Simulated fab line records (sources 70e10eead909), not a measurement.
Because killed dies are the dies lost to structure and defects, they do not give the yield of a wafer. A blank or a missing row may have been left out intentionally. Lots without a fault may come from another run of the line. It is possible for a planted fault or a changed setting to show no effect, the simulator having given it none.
Matching of chambers	flow nand-harc	NHARC_A_SGD_CUT_DEP_00 on pecvd-03: 3 sister chambers
The step deposits SiNx, target thk 50 nm. 14 wafers are shown with their chamber, then 7 later ones without.

== WAFERS, EACH WITH ITS CHAMBER ==
wafer	chamber	heater-power-w (W)
L075.3	2	593
L075.4	2	584
L075.6	1	790
L077.2	1	721
L077.3	2	620
L077.5	2	621
L081.2	0	782
L081.3	2	615
L081.5	2	590
L084.1	1	713
L084.3	0	732
L084.5	0	748
L087.2	1	856
L087.4	0	750

SIGNATURES (means of the wafers above)
reading	chamber 0	chamber 1	chamber 2	scatter within a chamber
heater-power-w	753.00	770.00	603.83	38.3
Rule: a wafer lies at a distance from a chamber equal to the root of the sum of squares, over the readings, of (its reading less the chamber's mean, divided by the reading's scatter). The wafer belongs to the nearest chamber; if the next one is less than 2 further off, it can't be placed. The scatter: take each reading less its chamber's mean, square it, sum over the shown wafers, divide by the number of wafers less the number of chambers, and take the root.

== WAFERS MISSING THEIR CHAMBER ==
wafer	heater-power-w (W)
L087.6	844
L088.1	779
L088.2	616
L088.5	791
L092.1	634
L092.2	753
L092.6	655

== WHICH CHAMBER EACH ONE RAN IN ==
wafer	from the rows above	in truth
L087.6	can't be placed: 1 or 0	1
L088.1	can't be placed: 1 or 0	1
L088.2	2	2
L088.5	can't be placed: 1 or 0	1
L092.1	2	2
L092.2	can't be placed: 0 or 1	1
L092.6	can't be placed: 2 or 0 or 1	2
Correctly placed: 2 of 7. From these rows, 5 cannot be placed; in 5 the true chamber is one of the candidates. Number placed wrongly: 0.
